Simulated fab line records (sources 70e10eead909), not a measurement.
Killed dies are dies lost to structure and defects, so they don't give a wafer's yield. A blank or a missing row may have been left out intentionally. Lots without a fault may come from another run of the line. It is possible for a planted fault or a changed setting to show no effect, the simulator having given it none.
fab line records	flow nand_harc
record lots=12	wafers=36	last_day=32
route steps=1302 shown P_CONTACT@248 P_M0@264 END@1302
lots with no fault: from the same line, run without faults
start_h: start of the lot's first displayed wafer, in hours after the record's first day	wait_h: hours elapsed since this lot's preceding step	" repeats the value in the row above	L1.1+2: a single row standing in for several wafers	- no value, or no start given	* or withheld: withheld	< > ~ a bound
route shown NAME@n: a module of which the file shows steps, and the number in the route of the first	usual: mean/standard deviation taken from wafers without a fault	same: alike in all rows	chamber/n: place in a boat	sites: each site's reading	_std_site: standard deviation across them	_edge_site: mean of outer sites minus mean of inner sites	radius_mm: how far each site lies from the wafer's centre	mask NAME#n: copy n	behind: tool/chamber where the wafer was last shaped	hold: why the lot was held/for how many hours/how that ended	device: the transistor (n, p or np) that didn't switch	end of line: the route-end tests of the same wafers	for a step that has no rows: nothing shown but its recipe	killed: not the wafer's yield, but the dies lost to structure and defects at the first sort	map: a wafer's dies, x killed, . not, _ none there
set.NAME: the setting as run; set.NAME@STEP: as run at that earlier step	model.NAME: the simulator's own value behind a step, which no gauge read
the route's steps for a sample of lots (tables are steps, rows are wafers)
services: when a tool's chamber went out of use (start_h, in hours from the record's first day, below 0 if earlier), for how many hours, and the reason
## steps
# step NHARC_P_CONTACT_CVD_23
# recipe target_thk_a=2000	temp_c=300	pressure_torr=40	wf6_flow_sccm=40	h2_flow_sccm=1600	ar_flow_sccm=1560	time_s=557	material=W
# usual heater_power_w=519/37	throttle_valve_pct=8.0/0.51
lot.wafer	tool	chamber	start_h	wait_h	heater_power_w	since_wet_clean_h	throttle_valve_pct
L884.2	cvd_w-02	1	-	-	555	25	7.8
L884.3	"	1	"	"	546	-	7.9
L884.4	"	0	"	"	516	-	7.8
L885.2	cvd_w-02	0	-	-	507	26	8.5
L885.6	"	1	"	"	532	-	7.6
L885.5	"	0	"	"	528	-	8.5
L886.2	cvd_w-02	0	-	-	520	36	8.3
L886.3	"	0	"	"	518	-	8.6
L886.6	"	0	"	"	520	-	7.9
L887.2	cvd_w-02	0	-	-	516	52	8.4
L887.3	"	1	"	"	551	-	7.7
L887.4	"	0	"	"	510	-	8.2
L890.2	cvd_w-01	0	-	-	516	165	7.4
L890.3	"	0	"	"	504	-	7.6
L890.5	"	1	"	"	481	-	8.9
L899.4	cvd_w-01	0	-	-	470	-	7.5
L899.5	"	1	"	"	497	-	8.8
L899.6	"	0	"	"	473	-	7.6
L900.4	cvd_w-01	0	-	-	458	-	7.6
L900.3	"	1	"	"	483	-	8.6
L900.5	"	1	"	"	505	-	8.7
L902.1	cvd_w-02	0	-	-	494	27	8.5
L902.3	"	1	"	"	602	-	7.3
L902.5	"	1	"	"	587	-	7.5
L904.1	cvd_w-01	1	-	-	491	121	8.7
L904.4	"	0	"	"	467	-	7.2
L904.3	"	1	"	"	493	-	8.5
L906.3	cvd_w-02	0	-	-	512	-	8.5
L906.5	"	0	"	"	515	-	8.6
L906.6	"	1	"	"	589	-	7.2
L905.2	cvd_w-01	1	-	-	499	133	8.6
L905.3	"	0	"	"	486	-	7.6
L905.5	"	0	"	"	474	-	7.5
L907.1	cvd_w-02	1	-	-	579	66	7.4
L907.3	"	0	"	"	498	-	8.4
L907.4	"	1	"	"	612	-	7.4
# step NHARC_P_M0_OVL_MEAS_10
# recipe pitch_nm=180
# usual overlay_x_nm=0.2/0.92	overlay_y_nm=0.0/0.93
lot.wafer	tool	chamber	start_h	wait_h	overlay_x_nm	overlay_y_nm
L884.2	overlay-02	-	127.82	-	0.0	-0.1
L884.3	"	-	"	"	-0.3	-0.5
L884.4	"	-	"	"	-0.5	-0.5
L885.2	overlay-02	-	128.70	-	0.1	-0.8
L885.5	"	-	"	"	0.5	-0.9
L885.6	"	-	"	"	0.4	-0.2
L886.2	overlay-01	-	138.89	-	0.2	0.2
L886.3	"	-	"	"	-0.2	0.4
L886.6	"	-	"	"	-0.2	0.9
L887.2	overlay-02	-	155.28	-	0.9	-1.0
L887.3	"	-	"	"	0.9	-1.1
L887.4	"	-	"	"	0.8	-0.9
L890.2	overlay-01	-	183.85	-	-1.6	-0.6
L890.3	"	-	"	"	-1.8	0.1
L890.5	"	-	"	"	-1.4	-0.6
L899.4	overlay-02	-	270.08	-	1.1	-0.9
L899.5	"	-	"	"	2.1	-0.8
L899.6	"	-	"	"	1.4	-1.2
L900.3	overlay-02	-	284.10	-	0.5	1.7
L900.4	"	-	"	"	1.0	1.8
L900.5	"	-	"	"	1.2	1.4
L902.1	overlay-01	-	310.94	-	0.4	1.5
L902.3	"	-	"	"	-0.4	1.4
L902.5	"	-	"	"	-0.4	1.8
L904.1	overlay-02	-	320.52	-	-0.1	1.9
L904.3	"	-	"	"	0.1	1.6
L904.4	"	-	"	"	-0.3	1.7
L906.3	overlay-01	-	332.99	-	1.0	1.1
L906.5	"	-	"	"	0.8	1.1
L906.6	"	-	"	"	1.2	0.9
L905.2	overlay-02	-	333.23	-	-0.8	0.0
L905.3	"	-	"	"	-0.7	-0.4
L905.5	"	-	"	"	-1.0	-0.1
L907.1	overlay-01	-	350.57	-	1.2	0.1
L907.3	"	-	"	"	1.2	0.1
L907.4	"	-	"	"	1.3	-0.9
# step NHARC_P_M0_CD_MEAS_16
# usual cd_nm=90.2/1.2
lot.wafer	tool	chamber	start_h	wait_h	cd_nm
L884.2	cd_sem-01	-	128.27	-	90.3
L884.3	"	-	"	"	90.7
L884.4	"	-	"	"	92.2
L885.2	cd_sem-01	-	129.10	-	91.6
L885.5	"	-	"	"	92.2
L885.6	"	-	"	"	89.0
L886.2	cd_sem-01	-	139.29	-	90.8
L886.3	"	-	"	"	89.1
L886.6	"	-	"	"	89.9
L887.2	cd_sem-02	-	155.68	-	91.0
L887.3	"	-	"	"	92.0
L887.4	"	-	"	"	91.6
L890.2	cd_sem-03	-	184.74	-	90.1
L890.3	"	-	"	"	90.3
L890.5	"	-	"	"	90.5
L899.4	cd_sem-02	-	270.50	-	89.0
L899.5	"	-	"	"	88.3
L899.6	"	-	"	"	89.5
L900.3	cd_sem-01	-	284.50	-	91.2
L900.4	"	-	"	"	91.2
L900.5	"	-	"	"	90.4
L902.1	cd_sem-01	-	311.35	-	88.9
L902.3	"	-	"	"	91.4
L902.5	"	-	"	"	89.9
L904.1	cd_sem-02	-	320.92	-	92.7
L904.3	"	-	"	"	90.8
L904.4	"	-	"	"	91.3
L906.3	cd_sem-01	-	333.39	-	91.7
L906.5	"	-	"	"	89.3
L906.6	"	-	"	"	93.5
L905.2	cd_sem-02	-	334.07	-	90.6
L905.3	"	-	"	"	89.2
L905.5	"	-	"	"	90.8
L907.1	cd_sem-02	-	350.97	-	89.5
L907.3	"	-	"	"	89.2
L907.4	"	-	"	"	92.7
# step NHARC_P_M0_CMP_23
# recipe t_overpolish_s=20	target_thk_nm=117.54
# usual motor_current_A=12.3/1.1	time_to_endpoint_s=30/3.9
lot.wafer	tool	chamber	start_h	wait_h	motor_current_A	time_to_endpoint_s
L884.4	cmp-03	1	129.98	-	13.3	29
L884.3	"	2	"	"	13.6	34
L884.2	"	0	"	"	12.8	24
L885.2	cmp-04	2	130.98	-	11.3	34
L885.6	"	1	"	"	12.8	31
L885.5	"	2	"	"	11.4	33
L886.3	cmp-04	3	141.41	-	10.7	31
L886.2	"	0	"	"	10.5	29
L886.6	"	2	"	"	11.6	29
L887.4	cmp-03	1	157.60	-	12.2	29
L887.2	"	2	"	"	13.2	36
L887.3	"	3	"	"	12.0	32
L890.2	cmp-04	1	186.46	-	13.0	36
L890.3	"	2	"	"	11.8	32
L890.5	"	2	"	"	11.3	38
L899.4	cmp-03	3	272.24	-	12.1	29
L899.6	"	2	"	"	12.9	36
L899.5	"	3	"	"	12.3	29
L900.3	cmp-03	2	286.41	-	14.0	37
L900.4	"	3	"	"	12.4	31
L900.5	"	2	"	"	13.0	34
L902.3	cmp-04	0	313.05	-	11.6	26
L902.1	"	2	"	"	11.9	29
L902.5	"	0	"	"	10.1	27
L904.1	cmp-03	3	322.63	-	11.3	26
L904.4	"	0	"	"	13.2	26
L904.3	"	1	"	"	13.1	30
L906.3	cmp-03	3	335.10	-	11.8	29
L906.5	"	3	"	"	11.9	27
L906.6	"	0	"	"	12.9	21
L905.2	cmp-04	1	336.28	-	13.2	34
L905.3	"	2	"	"	11.5	30
L905.5	"	1	"	"	14.1	34
L907.3	cmp-03	1	352.69	-	12.8	26
L907.4	"	2	"	"	13.8	34
L907.1	"	3	"	"	12.3	28
# step NHARC_P_M0_INSPECT_27
# usual raw_defect_count=278/110
lot.wafer	tool	chamber	start_h	wait_h	raw_defect_count
L884.2	defect_inspect-02	-	130.45	0.0	227
L884.3	"	-	"	"	222
L884.4	"	-	"	"	225
L885.2	defect_inspect-02	-	131.43	0.0	207
L885.5	"	-	"	"	303
L885.6	"	-	"	"	297
L886.2	defect_inspect-02	-	141.83	0.0	320
L886.3	"	-	"	"	283
L886.6	"	-	"	"	218
L887.2	defect_inspect-02	-	158.05	0.0	312
L887.3	"	-	"	"	233
L887.4	"	-	"	"	238
L890.2	defect_inspect-01	-	186.93	0.0	732
L890.3	"	-	"	"	700
L890.5	"	-	"	"	2453
L899.4	defect_inspect-01	-	272.69	0.0	305
L899.5	"	-	"	"	291
L899.6	"	-	"	"	292
L900.3	defect_inspect-01	-	286.85	0.0	142
L900.4	"	-	"	"	173
L900.5	"	-	"	"	345
L902.1	defect_inspect-01	-	313.52	0.0	221
L902.3	"	-	"	"	248
L902.5	"	-	"	"	195
L904.1	defect_inspect-01	-	323.11	0.0	407
L904.3	"	-	"	"	294
L904.4	"	-	"	"	258
L906.3	defect_inspect-01	-	335.57	0.0	176
L906.5	"	-	"	"	141
L906.6	"	-	"	"	209
L905.2	defect_inspect-01	-	336.75	0.0	299
L905.3	"	-	"	"	350
L905.5	"	-	"	"	480
L907.1	defect_inspect-02	-	353.13	0.0	150
L907.3	"	-	"	"	229
L907.4	"	-	"	"	319
# step NHARC_END_SORT_01
# recipe temp_c=25
# usual defect_limited_yield=91.3/1.9	killed_at_array=54/12	killed_at_other=0.7/1.1	killed_at_periphery=3.9/2.8	killed_dies=59/13	killed_open=3.4/2	killed_short=2.5/1.7	sort_bin_2_pct=3.1/0.91	sort_bin_3_pct=0.6/0.34	sort_bin_4_pct=5.0/1.1	sort_n_pass=618/13	sort_rim_yield_pct=88/3.5	sort_yield_pct=91.3/1.9
# same gross_dies=677	sort_bin_5_pct[%]=0	sort_bin_6_pct[%]=0	sort_bin_7_pct[%]=0	sort_bin_8_pct[%]=0	sort_rim_n_gross=106.00
lot.wafer	tool	chamber	start_h	wait_h	defect_limited_yield[%]	killed_at_array	killed_at_other	killed_at_periphery	killed_dies	killed_open	killed_short	sort_bin_2_pct[%]	sort_bin_3_pct[%]	sort_bin_4_pct[%]	sort_n_pass	sort_rim_yield_pct[%]	sort_yield_pct[%]
L890.2	prober-02	0	623.46	2.8	92.0	51	1	2	54	4	4	3.0	0.6	4.4	623	90	92.0
L890.3	prober-02	0	624.26	3.1	91.9	50	0	5	55	4	2	2.7	1.0	4.4	622	91	91.9
L890.5	prober-02	0	625.84	3.7	0	52	2	623	677	3	2	3.0	92.5	4.6	0	0	0
# killed by level:class
L890.2 A_SLIT:chamber_film_flake=22 A_CHANNEL_HOLE_D2:chamber_film_flake=11 A_STAIRCASE:chamber_film_flake=5 A_CHANNEL_HOLE_D1:chamber_film_flake=4 P_M0:geometric_particle:short=1 A_SOURCE_PLATE:geometric_particle:open=1 A_CHANNEL_FILL_D1:geometric_particle:short=1 A_ONON_D2:geometric_particle:short=1
L890.3 A_SLIT:chamber_film_flake=22 A_STAIRCASE:chamber_film_flake=11 A_CHANNEL_HOLE_D2:chamber_film_flake=7 A_CHANNEL_HOLE_D1:chamber_film_flake=3 A_WL_FILL:geometric_particle:open=2 P_STI:chamber_film_flake=2 A_BONDPAD:chamber_film_flake=2 P_CONTACT:geometric_particle:short=1
L890.5 P_M0:area_cmp=622 A_SLIT:chamber_film_flake=24 A_CHANNEL_HOLE_D2:chamber_film_flake=13 A_BONDPAD:chamber_film_flake=4 A_STAIRCASE:chamber_film_flake=3 A_CHANNEL_HOLE_D1:chamber_film_flake=2 A_CONTACT:chamber_film_flake=2 THIN_TSV:chamber_film_flake=2
## services
tool	chamber	start_h	hours	kind
cmp-04	-	111.05	4.0	pm
cvd_w-01	-	119.02	29.5	repair
cmp-04	-	154.42	1.0	repair
cmp-03	-	162.79	4.0	pm
cmp-03	-	166.79	-	consumable_replace:conditioner
cvd_w-02	-	177.56	8.8	repair
cvd_w-01	-	185.00	13.0	pm
cmp-04	-	193.94	1.5	repair
cmp-03	-	202.46	21.5	repair
cmp-04	-	209.05	4.0	pm
cvd_w-02	-	223.73	1.4	repair
cvd_w-02	-	249.00	3.9	repair
cmp-03	-	260.79	4.0	pm
cvd_w-02	-	269.39	13.0	pm
cmp-04	-	272.24	0.2	repair
cmp-04	-	273.79	0.8	repair
cmp-03	-	289.87	1.7	repair
cmp-04	-	299.91	2.3	repair
cmp-04	-	307.05	4.0	pm
cmp-03	-	309.50	0.2	repair
cmp-04	-	318.60	2.3	repair
cvd_w-02	-	324.23	1.0	repair
cmp-04	-	325.62	3.8	repair
cmp-04	-	333.20	0.5	repair
## key
first_sign step=NHARC_P_M0_INSPECT_27	reading=raw_defect_count	direction=up	sigmas=21	usual=278	struck=2453
effect step=NHARC_END_SORT_01	reading=sort_bin_3_pct	direction=up	sigmas=99+	usual=0.6	struck=92.5
more_kills_born_at NHARC_P_M0_CMP_23@cmp-04=622
met_at NHARC_P_M0_CMP_23
struck_lots L890
struck_wafers L890.5
later_rows_left_out L890.5
not_acting_at NHARC_P_CONTACT_CVD_23,NHARC_P_M0_OVL_MEAS_10,NHARC_P_M0_CD_MEAS_16
onset_between 141.41 186.46
fault kind=process_parameter_drift	tool=cmp-04	chamber=-	onset_h=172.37	steps=NHARC_P_M0_CMP_23	channel=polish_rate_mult	offset=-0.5	shape=step	end_h=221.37	scope=struck_wafers_only
# later_rows_left_out: the simulator's readings of these wafers behind a module that went badly wrong aren't trusted and aren't shown, but for the sort
